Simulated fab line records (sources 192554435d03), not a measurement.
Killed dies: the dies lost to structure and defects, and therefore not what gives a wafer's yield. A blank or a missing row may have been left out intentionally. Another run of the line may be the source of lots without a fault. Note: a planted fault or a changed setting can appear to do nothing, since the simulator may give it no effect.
fab line records ; flow n5-finfet
[record] lots = 7; wafers = 19; last-day = 18
route steps=1938 shown BEOL_M2@847 BEOL_M4@1111 PASSIVATION@1936
lots that met no fault: taken from a fault-free run of the same line
start-h: hours from the record's first day to the start of the lot's first wafer shown ; wait-h: how many hours have passed since the lot's step before this one ; " as in the row above ; L1.1+2: several wafers, shown together as one row ; - no value, or no start was given ; * or withheld: withheld ; < > ~ a bound
route shown NAME@n: a module of which the file shows steps, and the number in the route of the first ; usual: average and standard deviation across the fault-free wafers ; same: alike in all rows ; chamber/n: place in a boat ; sites: per-site readings ; _std_site: standard deviation across them ; _edge_site: mean of outer sites minus mean of inner sites ; radius-mm: for every site, how far away it sits from the centre of the wafer ; mask NAME#n: copy n ; behind: the last tool/chamber to shape the wafer ; hold: the reason the lot was held/the length of the hold in hours/how it ended ; device: the n, p or np transistor that did not switch ; end of line: the route-end tests of the same wafers ; a step given without rows: its recipe and nothing more ; killed: at the first sort, the dies lost to defects and structure; wafer yield is something else ; map: a wafer's dies, x killed, . not, _ none there
set.NAME: the setting that was run; set.NAME@STEP: the one run at that earlier step ; model.NAME: the simulator's own value behind a step, which no gauge read
lots at selected steps of the route; one table per step, one row per wafer
services: when a tool's chamber went out of use (start-h, in hours from the record's first day, below 0 if earlier), for how many hours, and the reason
[[steps]]
[step N5_BEOL_M2_COAT_73]
[recipe] resist = underlayer; temp-c = 205; time-s = 60; spin-rpm = 1500; resist-thk-nm = 5
[step N5_BEOL_M2_COAT_05]
[recipe] resist = CAR-EUV; spin-rpm = 1500; resist-thk-nm = 30
[step N5_BEOL_M2_EBR_07]
[recipe] solvent = PGMEA; ebr-width-mm = 1.5
[step N5_BEOL_M2_SOFTBAKE_06]
[recipe] temp-c = 110; time-s = 60; resist = CAR-EUV
[step N5_BEOL_M2_EXPOSE_08]
[recipe] mask-id = M2; na = 0.33; source-shape = dipole; sigma-inner = 0.369; sigma-outer = 0.767; polarization = unpolarized; dose-mj = 41.25
[step N5_BEOL_M2_PEB_09]
[recipe] peb-temp-c = 100; peb-time-s = 60; resist = CAR-EUV
[step N5_BEOL_M2_DEVELOP_10]
[recipe] develop-time-s = 30; developer = TMAH; resist = CAR-EUV; rinse-liquid = surfactant-rinse; dry = air-spin; dev-temp-c = 23
[step N5_BEOL_M2_CD_MEAS_11]
[recipe] target-cd-nm = 16.79; landing-energy-ev = 500; detector = se-inlens; polarity = opening
[usual] cd-nm = 16.77/0.25
lot.wafer;tool;chamber;start-h;wait-h;cd-nm
L780.1;cd-sem-02;0;152.09;-;17.11
L780.3;cd-sem-02;0;152.09;-;17.06
L780.6;cd-sem-02;0;152.09;-;16.80
L781.2;cd-sem-01;0;159.39;-;16.76
L781.4;cd-sem-01;0;159.39;-;16.74
L781.6;cd-sem-01;0;159.39;-;16.62
L787.3;cd-sem-01;0;191.81;-;16.79
L787.5;cd-sem-01;0;191.81;-;16.74
L787.6;cd-sem-01;0;191.81;-;16.54
L788.1;cd-sem-03;0;255.33;-;16.68
L788.3;cd-sem-03;0;255.33;-;16.97
L788.5;cd-sem-03;0;255.33;-;16.78
L793.2;cd-sem-01;0;260.07;-;16.74
L793.4;cd-sem-01;0;260.07;-;16.58
L793.5;cd-sem-01;0;260.07;-;16.46
L790.4;cd-sem-01;0;263.52;-;16.87
L790.6;cd-sem-01;0;263.52;-;16.55
L796.4;cd-sem-03;0;266.67;-;17.22
L796.6;cd-sem-03;0;266.67;-;16.68
[step N5_BEOL_M2_OVL_MEAS_12]
[recipe] points-per-wafer = 522
[usual] M2_OVL = -0.2/0.81
[same] points-per-wafer = 522
lot.wafer;tool;chamber;start-h;wait-h;M2_OVL[nm]
L780.1;overlay-02;0;152.12;0.0;0.1
L780.3;overlay-02;0;152.12;0.0;0.5
L780.6;overlay-02;0;152.12;0.0;1.3
L781.2;overlay-02;0;159.43;0.0;0.4
L781.4;overlay-02;0;159.43;0.0;0.4
L781.6;overlay-02;0;159.43;0.0;1.2
L787.3;overlay-01;0;191.85;0.0;-0.4
L787.5;overlay-01;0;191.85;0.0;0.8
L787.6;overlay-01;0;191.85;0.0;-0.4
L788.1;overlay-01;0;255.36;0.0;1.4
L788.3;overlay-01;0;255.36;0.0;0.9
L788.5;overlay-01;0;255.36;0.0;0.7
L793.2;overlay-01;0;260.11;0.0;-0.9
L793.4;overlay-01;0;260.11;0.0;-0.6
L793.5;overlay-01;0;260.11;0.0;-0.9
L790.4;overlay-01;0;263.57;0.0;0.8
L790.6;overlay-01;0;263.57;0.0;-0.6
L796.4;overlay-02;0;266.71;0.0;0.5
L796.6;overlay-02;0;266.71;0.0;0.6
[step N5_BEOL_M2_INSPECT_13]
[recipe] mode = adi; inspect-instrument = brightfield
[usual] raw-defect-count = 393/110
lot.wafer;tool;chamber;start-h;wait-h;raw-defect-count
L780.1;defect-inspect-01;-;152.17;0.1;433
L780.3;defect-inspect-01;-;152.17;0.1;438
L780.6;defect-inspect-01;-;152.17;0.1;322
L781.2;defect-inspect-01;-;159.48;0.0;445
L781.4;defect-inspect-01;-;159.48;0.0;411
L781.6;defect-inspect-01;-;159.48;0.0;395
L787.3;defect-inspect-02;-;191.91;0.0;342
L787.5;defect-inspect-02;-;191.91;0.0;432
L787.6;defect-inspect-02;-;191.91;0.0;430
L788.1;defect-inspect-01;-;255.42;0.1;297
L788.3;defect-inspect-01;-;255.42;0.1;449
L788.5;defect-inspect-01;-;255.42;0.1;421
L793.2;defect-inspect-02;-;260.16;0.0;335
L793.4;defect-inspect-02;-;260.16;0.0;299
L793.5;defect-inspect-02;-;260.16;0.0;430
L790.4;defect-inspect-01;-;263.61;0.0;431
L790.6;defect-inspect-01;-;263.61;0.0;367
L796.4;defect-inspect-01;-;266.75;0.0;365
L796.6;defect-inspect-01;-;266.75;0.0;567
[step N5_BEOL_M2_DESCUM_16]
[recipe] chemistry = O2; time-s = 7; source-power-w = 50; bias-power-w = 20; pressure-mtorr = 20; rf-frequency-hz = 2.712e+07; temp-c = 40; resist = CAR-EUV; o2-flow-sccm = 225
[usual] drypump-motor-current-A = 5.9/0.44; oes-product-au = 0.81/0.082; rf-vpp-V = 243.1/1.5; showerhead-plenum-p-Torr = 2.09/0.085; throttle-valve-pct = 20.41/0.22
lot.wafer;tool;chamber;start-h;wait-h;drypump-motor-current-A;oes-product-au;rf-hours-counter-h;rf-vpp-V;showerhead-plenum-p-Torr;throttle-valve-pct
L780.1;rie-diel-04;1;152.80;0.6;6.3;0.89;45;244.4;2.12;20.33
L780.3;rie-diel-04;2;152.80;0.6;6.3;0.70;207;242.6;1.99;20.87
L780.6;rie-diel-04;0;152.80;0.6;6.3;0.93;-;244.4;2.07;20.20
L781.2;rie-diel-03;2;159.56;0.1;5.1;0.72;186;243.1;2.08;20.35
L781.4;rie-diel-03;0;159.56;0.1;5.6;0.70;226;240.0;1.98;20.58
L781.6;rie-diel-03;0;159.56;0.1;5.7;0.70;-;240.7;1.98;20.60
L787.3;rie-diel-02;1;192.66;0.7;6.2;0.90;15;246.4;2.24;20.19
L787.5;rie-diel-02;2;192.66;0.7;6.0;0.78;-;244.9;2.19;20.33
L787.6;rie-diel-02;1;192.66;0.7;6.2;0.91;-;244.0;2.24;20.20
L788.1;rie-diel-03;1;255.45;0.0;5.9;0.80;89;243.0;2.11;20.65
L788.3;rie-diel-03;2;255.45;0.0;5.1;0.69;232;241.9;2.06;20.41
L788.5;rie-diel-03;3;255.45;0.0;5.4;0.80;-;244.9;2.20;20.19
L793.2;rie-diel-04;2;260.19;0.0;6.4;0.70;232;241.4;1.98;20.91
L793.4;rie-diel-04;1;260.19;0.0;6.3;0.86;-;244.9;2.11;20.37
L793.5;rie-diel-04;2;260.19;0.0;6.3;0.70;-;240.4;1.98;20.93
L790.4;rie-diel-04;2;263.71;0.1;6.3;0.69;234;241.2;1.98;20.92
L790.6;rie-diel-04;1;263.71;0.1;6.3;0.86;-;243.2;2.11;20.37
L796.4;rie-diel-04;0;266.79;0.0;6.3;0.89;40;242.3;2.06;20.23
L796.6;rie-diel-04;3;266.79;0.0;5.3;0.84;-;241.7;2.04;20.16
[step N5_BEOL_M2_ETCH_74]
[recipe] chemistry = N2/H2; target = underlayer; target-depth-a = 65; mask-material = CAR-EUV; time-s = 5.2; ion-energy-ev = 200; pressure-mtorr = 30; source-w = 840; bias-w = 150; n2-flow-sccm = 200; h2-flow-sccm = 200; ends = cleared
[usual] drypump-motor-current-A = 5.9/0.44; etch-rf-on-time-s = 5.14/0.18; oes-product-au = 0.69/0.072; rf-vpp-V = 524/3.2; showerhead-plenum-p-Torr = 2.54/0.1; throttle-valve-pct = 17.83/0.26
lot.wafer;tool;chamber;start-h;wait-h;drypump-motor-current-A;etch-rf-on-time-s;oes-product-au;rf-hours-counter-h;rf-vpp-V;showerhead-plenum-p-Torr;throttle-valve-pct
L780.1;rie-diel-04;1;152.84;0.0;6.3;4.96;0.77;45;527;2.59;17.78
L780.3;rie-diel-04;2;152.84;0.0;6.3;5.15;0.60;207;521;2.41;18.24
L780.6;rie-diel-04;0;152.84;0.0;6.3;5.04;0.80;-;521;2.48;17.43
L781.2;rie-diel-03;2;159.59;0.0;5.1;5.42;0.60;186;522;2.54;18.05
L781.4;rie-diel-03;0;159.59;0.0;5.7;5.11;0.61;226;520;2.39;18.03
L781.6;rie-diel-03;0;159.59;0.0;5.7;5.17;0.60;-;521;2.39;17.99
L787.3;rie-diel-02;1;192.69;0.0;6.2;5.14;0.78;15;528;2.72;17.62
L787.5;rie-diel-02;2;192.69;0.0;6.0;4.85;0.70;-;526;2.65;17.71
L787.6;rie-diel-02;1;192.69;0.0;6.2;5.10;0.79;-;531;2.72;17.64
L788.1;rie-diel-03;1;255.49;0.0;5.9;5.43;0.68;89;526;2.55;17.96
L788.3;rie-diel-03;2;255.49;0.0;5.1;5.55;0.57;232;523;2.53;18.14
L788.5;rie-diel-03;3;255.49;0.0;5.4;5.23;0.70;-;528;2.69;17.65
L793.2;rie-diel-04;2;260.23;0.0;6.3;5.19;0.59;232;520;2.40;18.29
L793.4;rie-diel-04;1;260.23;0.0;6.3;5.08;0.73;-;526;2.58;17.82
L793.5;rie-diel-04;2;260.23;0.0;6.3;5.22;0.60;-;522;2.40;18.30
L790.4;rie-diel-04;2;263.74;0.0;6.3;5.16;0.60;234;517;2.40;18.29
L790.6;rie-diel-04;1;263.74;0.0;6.3;5.05;0.73;-;522;2.57;17.80
L796.4;rie-diel-04;0;266.82;0.0;6.3;5.05;0.77;40;523;2.47;17.48
L796.6;rie-diel-04;3;266.82;0.0;5.4;5.03;0.74;-;523;2.47;17.46
[step N5_BEOL_M2_ETCH_63]
[recipe] chemistry = CF4; target = SiARC; target-depth-a = 156; mask-material = CAR-EUV; time-s = 26; ion-energy-ev = 80; pressure-mtorr = 40; source-w = 545; bias-w = 36; Ar_flow_sccm = 100; cf4-flow-sccm = 100; ends = cleared
[usual] drypump-motor-current-A = 5.9/0.44; etch-rf-on-time-s = 25.8/0.93; oes-product-au = 0.69/0.073; rf-vpp-V = 184.0/1.2; showerhead-plenum-p-Torr = 2.15/0.082; throttle-valve-pct = 15.61/0.27
lot.wafer;tool;chamber;start-h;wait-h;drypump-motor-current-A;etch-rf-on-time-s;oes-product-au;rf-hours-counter-h;rf-vpp-V;showerhead-plenum-p-Torr;throttle-valve-pct
L780.1;rie-diel-04;1;152.85;0.0;6.3;24.9;0.78;45;183.7;2.19;15.62
L780.3;rie-diel-04;2;152.85;0.0;6.3;25.7;0.62;207;183.2;2.04;16.10
L780.6;rie-diel-04;0;152.85;0.0;6.2;25.3;0.80;-;183.7;2.11;15.33
L781.2;rie-diel-03;2;159.61;0.0;5.1;27.5;0.60;186;183.3;2.13;15.59
L781.4;rie-diel-03;0;159.61;0.0;5.7;25.7;0.61;226;182.8;2.04;15.89
L781.6;rie-diel-03;0;159.61;0.0;5.6;25.3;0.61;-;182.8;2.04;15.89
L787.3;rie-diel-02;1;192.71;0.0;6.2;25.6;0.78;15;184.6;2.27;15.25
L787.5;rie-diel-02;2;192.71;0.0;6.0;24.6;0.68;-;185.8;2.24;15.54
L787.6;rie-diel-02;1;192.71;0.0;6.2;25.7;0.77;-;184.4;2.27;15.26
L788.1;rie-diel-03;1;255.50;0.0;5.9;26.7;0.68;89;184.7;2.18;15.97
L788.3;rie-diel-03;2;255.50;0.0;5.1;27.3;0.58;232;184.0;2.11;15.69
L788.5;rie-diel-03;3;255.50;0.0;5.4;25.9;0.69;-;184.9;2.24;15.33
L793.2;rie-diel-04;2;260.24;0.0;6.2;25.9;0.59;232;183.8;2.03;16.14
L793.4;rie-diel-04;1;260.24;0.0;6.3;15.1;1.02;-;184.2;2.18;15.68
L793.5;rie-diel-04;2;260.24;0.0;6.3;25.9;0.60;-;183.4;2.03;16.14
L790.4;rie-diel-04;2;263.76;0.0;6.3;15.1;0.83;234;182.3;2.03;16.15
L790.6;rie-diel-04;1;263.76;0.0;6.3;25.3;0.74;-;184.5;2.18;15.69
L796.4;rie-diel-04;0;266.84;0.0;6.3;15.2;1.05;40;183.0;2.10;15.38
L796.6;rie-diel-04;3;266.84;0.0;5.3;24.9;0.73;-;183.9;2.08;15.31
[step N5_BEOL_M2_ETCH_64]
[recipe] chemistry = N2/H2; target = SOC; target-depth-a = 750; overetch-a = 225; mask-material = SiARC; temp-c = 40; time-s = 121.9; ion-energy-ev = 200; pressure-mtorr = 30; source-w = 840; bias-w = 150; n2-flow-sccm = 200; h2-flow-sccm = 200
[usual] drypump-motor-current-A = 5.9/0.44; oes-product-au = 0.61/0.059; rf-vpp-V = 523.8/2.8; showerhead-plenum-p-Torr = 2.54/0.1; throttle-valve-pct = 17.79/0.26
lot.wafer;tool;chamber;start-h;wait-h;drypump-motor-current-A;oes-product-au;rf-hours-counter-h;rf-vpp-V;showerhead-plenum-p-Torr;throttle-valve-pct
L780.1;rie-diel-04;1;152.88;0.0;6.3;0.68;45;524.5;2.59;17.73
L780.3;rie-diel-04;2;152.88;0.0;6.3;0.54;207;519.6;2.41;18.20
L780.6;rie-diel-04;0;152.88;0.0;6.3;0.71;-;522.2;2.48;17.39
L781.2;rie-diel-03;2;159.64;0.0;5.1;0.55;186;524.0;2.55;18.03
L781.4;rie-diel-03;0;159.64;0.0;5.7;0.54;227;519.9;2.39;17.96
L781.6;rie-diel-03;0;159.64;0.0;5.7;0.53;-;521.3;2.39;17.97
L787.3;rie-diel-02;1;192.74;0.0;6.2;0.68;15;527.7;2.72;17.61
L787.5;rie-diel-02;2;192.74;0.0;6.0;0.58;-;525.3;2.65;17.66
L787.6;rie-diel-02;1;192.74;0.0;6.2;0.68;-;526.7;2.72;17.59
L788.1;rie-diel-03;1;255.53;0.0;5.9;0.61;89;524.2;2.55;17.90
L788.3;rie-diel-03;2;255.53;0.0;5.1;0.54;232;523.4;2.53;18.09
L788.5;rie-diel-03;3;255.53;0.0;5.4;0.62;-;527.1;2.69;17.60
L793.2;rie-diel-04;2;260.27;0.0;6.3;0.52;232;520.2;2.40;18.25
L793.4;rie-diel-04;1;260.27;0.0;6.3;0.64;-;524.5;2.58;17.77
L793.5;rie-diel-04;2;260.27;0.0;6.3;0.53;-;519.7;2.40;18.24
L790.4;rie-diel-04;2;263.78;0.0;6.3;0.52;234;519.7;2.40;18.24
L790.6;rie-diel-04;1;263.78;0.0;6.3;0.65;-;525.1;2.58;17.76
L796.4;rie-diel-04;0;266.87;0.0;6.3;0.67;40;521.7;2.47;17.44
L796.6;rie-diel-04;3;266.87;0.0;5.4;0.64;-;521.6;2.47;17.43
[step N5_BEOL_M4_RC_MEAS_101]
[usual] DIBL_N = 36.3/1.9; DIBL_P = 36.0/2.1; IOFF_N = 0.16/0.031; IOFF_P = 0.21/0.035; ION_N = 675/14; ION_P = 464/8.5; SS_N = 71.5/0.6; SS_P = 73.3/0.72; VT_N = 250/3.2; VT_P = -250/3.1
lot.wafer;tool;chamber;start-h;wait-h;DIBL_N[mV/V];DIBL_P[mV/V];IOFF_N[nA/um];IOFF_P[nA/um];ION_N[uA/um];ION_P[uA/um];SS_N[mV/dec];SS_P[mV/dec];VT_N[mV];VT_P[mV]
L780.1;prober-01;0;182.85;0.0;37.0;39.3;0.19;0.24;691;469;71.5;75.0;243;-250
L780.3;prober-01;0;182.85;0.0;39.5;42.1;0.25;0.29;700;472;72.5;74.8;242;-249
L780.6;prober-01;0;182.85;0.0;35.5;37.8;0.18;0.22;704;483;70.8;73.7;244;-250
L781.2;prober-02;0;186.20;0.2;35.7;36.1;0.15;0.20;679;466;71.0;73.9;252;-252
L781.4;prober-02;0;186.20;0.2;38.5;39.5;0.18;0.25;674;465;72.0;74.8;252;-247
L781.6;prober-02;0;186.20;0.2;34.7;35.2;0.13;0.19;660;457;71.1;73.1;252;-255
L787.3;prober-01;0;214.58;0.3;33.5;33.2;0.12;0.16;679;461;71.3;72.8;252;-255
L787.5;prober-01;0;214.58;0.3;33.7;33.7;0.12;0.17;674;462;70.4;72.7;253;-253
L787.6;prober-01;0;214.58;0.3;33.7;33.7;0.13;0.17;689;470;71.6;72.6;252;-253
L793.2;prober-02;0;295.45;0.2;34.9;34.0;0.13;0.17;667;461;71.4;73.6;251;-250
L793.4;prober-02;0;295.45;0.2;37.8;38.2;0.19;0.25;690;475;71.7;74.8;247;-247
L793.5;prober-02;0;295.45;0.2;38.5;38.7;0.20;0.25;696;476;72.1;74.2;244;-245
L788.1;prober-01;0;295.46;0.0;37.8;35.8;0.18;0.22;679;465;70.9;72.6;251;-249
L788.3;prober-01;0;295.46;0.0;34.0;32.2;0.12;0.18;685;467;70.2;72.3;255;-248
L788.5;prober-01;0;295.46;0.0;37.2;36.0;0.18;0.24;704;478;71.2;73.6;246;-247
L790.4;prober-02;0;320.52;0.5;36.7;36.3;0.15;0.21;676;460;72.0;73.5;252;-249
L790.6;prober-02;0;320.52;0.5;34.8;34.3;0.12;0.18;658;454;71.0;72.8;255;-253
L796.4;prober-01;0;321.33;0.5;35.9;37.6;0.17;0.23;662;460;71.7;74.1;251;-249
L796.6;prober-01;0;321.33;0.5;36.2;37.6;0.18;0.25;681;469;71.6;74.3;246;-246
[step N5_PASSIVATION_PROBE_49]
[usual] defect-limited-yield = 91.0/1.5; killed_at_M0_to_M3 = 32/9.6; killed_at_M4_up = 13/4.7; killed-at-contacts = 13/7.2; killed-at-front-end = 44/13; killed-at-other = 4/3.4; killed-dies = 106/18; killed-on-rim = 14/4.2; killed-open = 70/13; killed-short = 35/8; sort_bin_5_function = 5.3/0.97; sort_bin_6_memory = 3.4/0.73; sort-n-pass = 1074/18; sort-yield-pct = 91.0/1.5
[same] gross-dies = 1180; killed-at-back-side = 0; sort_bin_4_leakage[%] = 0; sort_bin_8_speed[%] = 0
lot.wafer;tool;chamber;start-h;wait-h;defect-limited-yield[%];killed_at_M0_to_M3;killed_at_M4_up;killed-at-contacts;killed-at-front-end;killed-at-other;killed-dies;killed-on-rim;killed-open;killed-short;sort_bin_5_function[%];sort_bin_6_memory[%];sort-n-pass;sort-yield-pct[%]
L780.1;prober-02;-;260.77;0.0;90.1;30;20;11;49;7;117;23;69;45;6.0;3.5;1063;90.1
L780.3;prober-02;-;260.87;0.1;89.7;32;15;5;58;11;121;11;64;53;6.4;3.2;1059;89.7
L780.6;prober-02;-;261.02;0.3;90.8;35;21;10;38;5;109;7;72;37;5.6;3.4;1071;90.8
L781.2;prober-01;-;266.06;0.1;89.4;44;5;6;61;9;125;20;75;48;6.5;3.3;1055;89.4
L781.4;prober-01;-;266.16;0.2;93.7;23;10;6;26;9;74;5;47;26;3.5;2.4;1106;93.7
L781.6;prober-01;-;266.26;0.3;91.1;19;6;2;69;9;105;22;62;43;5.5;2.9;1075;91.1
L793.2;prober-02;-;396.81;0.1;90.0;14;18;18;64;4;118;12;75;42;6.4;3.5;1062;90.0
L793.4;prober-02;-;396.91;0.2;91.1;38;13;18;36;0;105;24;69;34;5.7;2.7;1075;91.1
L793.5;prober-02;-;396.96;0.2;90.8;19;10;9;65;5;108;14;65;40;6.3;2.5;1072;90.8
L788.1;prober-01;-;402.40;0.0;89.4;44;12;5;63;1;125;9;82;40;6.2;3.9;1055;89.4
L788.3;prober-01;-;402.50;0.1;86.1;53;16;18;73;4;164;27;104;58;7.8;5.6;1016;86.1
L788.5;prober-01;-;402.60;0.2;87.3;39;9;8;92;2;150;17;103;46;7.5;4.8;1030;87.3
L796.4;prober-01;-;432.99;0.3;92.5;28;17;15;28;0;88;12;60;25;4.2;3.2;1092;92.5
L790.4;prober-01;-;442.42;0.2;90.4;45;16;3;42;7;113;19;80;32;5.8;3.5;1067;90.4
L790.6;prober-01;-;442.52;0.3;91.9;30;12;8;43;3;96;14;67;29;5.3;2.5;1084;91.9
// killed by level:class
L780.1 BEOL_M4:geometric-particle:open=13 FIN_SAQP:geometric-particle:open=11 MOL_CONTACT_COAG:geometric-particle:open=11 BEOL_M0_SAQP:geometric-particle:short=9 BEOL_M3:geometric-particle:short=8 GATE_CUT:geometric-particle:short=7 FIN_SAQP:geometric-particle:short=6 ILD0:geometric-particle:open=5
L780.3 FIN_SAQP:geometric-particle:short=18 BEOL_M0_SAQP:geometric-particle:open=11 FIN_SAQP:geometric-particle:open=9 BEOL_M3:geometric-particle:short=6 GATE_CUT:geometric-particle:short=5 BEOL_M0_SAQP:geometric-particle:short=5 BEOL_M3:geometric-particle:open=5 MIM_TOP:geometric-particle:short=5
L780.6 BEOL_M4:geometric-particle:open=11 GATE_CUT:geometric-particle:short=8 MOL_CONTACT_COAG:geometric-particle:open=8 BEOL_M0_SAQP:geometric-particle:open=7 FIN_SAQP:geometric-particle:short=7 BEOL_M2:geometric-particle:open=7 FIN_SAQP:geometric-particle:open=6 BEOL_M3:geometric-particle:short=6
L781.2 FIN_SAQP:geometric-particle:open=16 FIN_SAQP:geometric-particle:short=14 BEOL_M0_SAQP:geometric-particle:open=14 GATE_CUT:geometric-particle:short=9 BEOL_M0_SAQP:geometric-particle:short=8 BEOL_M2:geometric-particle:open=7 GATE_CUT:geometric-particle:open=6 BEOL_M3:geometric-particle:open=5
L781.4 FIN_SAQP:geometric-particle:open=8 BEOL_M0_SAQP:geometric-particle:short=8 BEOL_M0_SAQP:geometric-particle:open=7 MIM_BOT:geometric-particle:open=5 BEOL_M3:geometric-particle:open=5 FIN_SAQP:geometric-particle:short=4 STI_FIN_REVEAL:geometric-particle:open=4 MOL_CONTACT_COAG:geometric-particle:short=4
L781.6 STI_FIN_REVEAL:geometric-particle:open=19 FIN_SAQP:geometric-particle:open=12 FIN_SAQP:geometric-particle:short=9 GATE_CUT:geometric-particle:short=5 ILD0:geometric-particle:short=5 BEOL_M0_SAQP:geometric-particle:open=5 MIM_BOT:geometric-particle:short=5 STI_FIN_REVEAL:geometric-particle:short=4
L793.2 FIN_SAQP:geometric-particle:short=18 FIN_SAQP:geometric-particle:open=15 STI_FIN_REVEAL:geometric-particle:open=15 MOL_CONTACT_COAG:geometric-particle:open=14 BEOL_M4:geometric-particle:open=8 BEOL_M2:geometric-particle:open=5 BEOL_M4:geometric-particle:short=5 MOL_CONTACT_COAG:geometric-particle:short=4
L793.4 MOL_CONTACT_COAG:geometric-particle:open=16 STI_FIN_REVEAL:geometric-particle:open=12 FIN_SAQP:geometric-particle:open=7 BEOL_M0_SAQP:geometric-particle:open=7 BEOL_M0_SAQP:geometric-particle:short=7 BEOL_M3:geometric-particle:short=6 BEOL_M4:geometric-particle:open=5 BEOL_M3:geometric-particle:open=5
L793.5 FIN_SAQP:geometric-particle:open=20 STI_FIN_REVEAL:geometric-particle:open=14 FIN_SAQP:geometric-particle:short=13 BEOL_M2:geometric-particle:open=7 MOL_CONTACT_COAG:geometric-particle:open=5 GATE_CUT:geometric-particle:short=4 MOL_CONTACT_COAG:geometric-particle:short=4 STARTING-WAFER:geometric-particle:short=4
L788.1 FIN_SAQP:geometric-particle:open=20 BEOL_M0_SAQP:geometric-particle:open=15 STI_FIN_REVEAL:geometric-particle:open=12 BEOL_M0_SAQP:geometric-particle:short=12 DUMMY_GATE:geometric-particle:open=7 FIN_SAQP:geometric-particle:short=5 STI_FIN_REVEAL:geometric-particle:short=4 MOL_CONTACT_COAG:geometric-particle:open=4
L788.3 FIN_SAQP:geometric-particle:open=19 STI_FIN_REVEAL:geometric-particle:open=18 BEOL_M0_SAQP:geometric-particle:short=17 BEOL_M0_SAQP:geometric-particle:open=13 MOL_CONTACT_COAG:geometric-particle:open=13 FIN_SAQP:geometric-particle:short=10 BEOL_M0:geometric-particle:open=8 GATE_CUT:geometric-particle:short=7
L788.5 FIN_SAQP:geometric-particle:open=29 STI_FIN_REVEAL:geometric-particle:open=18 FIN_SAQP:geometric-particle:short=14 DUMMY_GATE:geometric-particle:open=13 BEOL_M0_SAQP:geometric-particle:open=12 BEOL_M0_SAQP:geometric-particle:short=12 MOL_CONTACT_COAG:geometric-particle:open=7 BEOL_M1:geometric-particle:open=7
L796.4 MOL_CONTACT_COAG:geometric-particle:open=14 BEOL_M3:geometric-particle:open=11 FIN_SAQP:geometric-particle:short=10 BEOL_M4:geometric-particle:open=8 BEOL_M0_SAQP:geometric-particle:open=5 BEOL_M2:geometric-particle:open=5 FIN_SAQP:geometric-particle:open=4 STI_FIN_REVEAL:geometric-particle:open=4
L790.4 BEOL_M2:geometric-particle:open=10 BEOL_M0:geometric-particle:open=9 FIN_SAQP:geometric-particle:open=8 STI_FIN_REVEAL:geometric-particle:open=7 BEOL_M3:geometric-particle:open=6 FIN_SAQP:geometric-particle:short=5 DUMMY_GATE:geometric-particle:open=5 BEOL_M0_SAQP:geometric-particle:short=5
L790.6 STI_FIN_REVEAL:geometric-particle:open=10 FIN_SAQP:geometric-particle:short=9 BEOL_M1:geometric-particle:open=8 FIN_SAQP:geometric-particle:open=7 MOL_CONTACT_COAG:geometric-particle:open=7 BEOL_M0_SAQP:geometric-particle:open=6 BEOL_M3:geometric-particle:open=5 DUMMY_GATE:geometric-particle:open=4
[[services]]
tool;chamber;start-h;hours;kind
rie-diel-02;1;132.22;-;clean
rie-diel-02;1;132.22;-;consumable-replace:focus-ring
rie-diel-02;1;132.22;-;consumable-replace:showerhead
rie-diel-02;1;132.22;12.2;scheduled-down
rie-diel-02;1;132.22;12.2;vent-cycle
rie-diel-02;1;162.01;21.4;repair
rie-diel-02;3;179.16;26.0;repair
rie-diel-04;-;181.13;14.6;pm
rie-diel-03;0;229.05;-;clean
rie-diel-03;0;229.05;-;consumable-replace:focus-ring
rie-diel-03;0;229.05;-;consumable-replace:showerhead
rie-diel-03;0;229.05;21.1;scheduled-down
rie-diel-03;0;229.05;21.1;vent-cycle
rie-diel-03;-;246.82;1.1;repair
rie-diel-04;0;253.23;8.6;repair
[[key]]
[first-sign] step = N5_BEOL_M2_ETCH_63; reading = etch-rf-on-time-s; direction = down; sigmas = 11; usual = *; struck = *
[effect] step = N5_BEOL_M2_ETCH_63; reading = oes-product-au; direction = up; sigmas = 3.8; usual = 0.69; struck = 0.97
met-at N5_BEOL_M2_ETCH_63
struck-wafers L790.4,L793.4,L796.4
onset-between 152.85 260.24
[fault] kind = process-parameter-drift; tool = rie-diel-04; chamber = -; onset-h = 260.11; steps = N5_BEOL_M2_ETCH_63; channel = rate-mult; offset = 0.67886; shape = step; end-h = 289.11; scope = struck-wafers-only
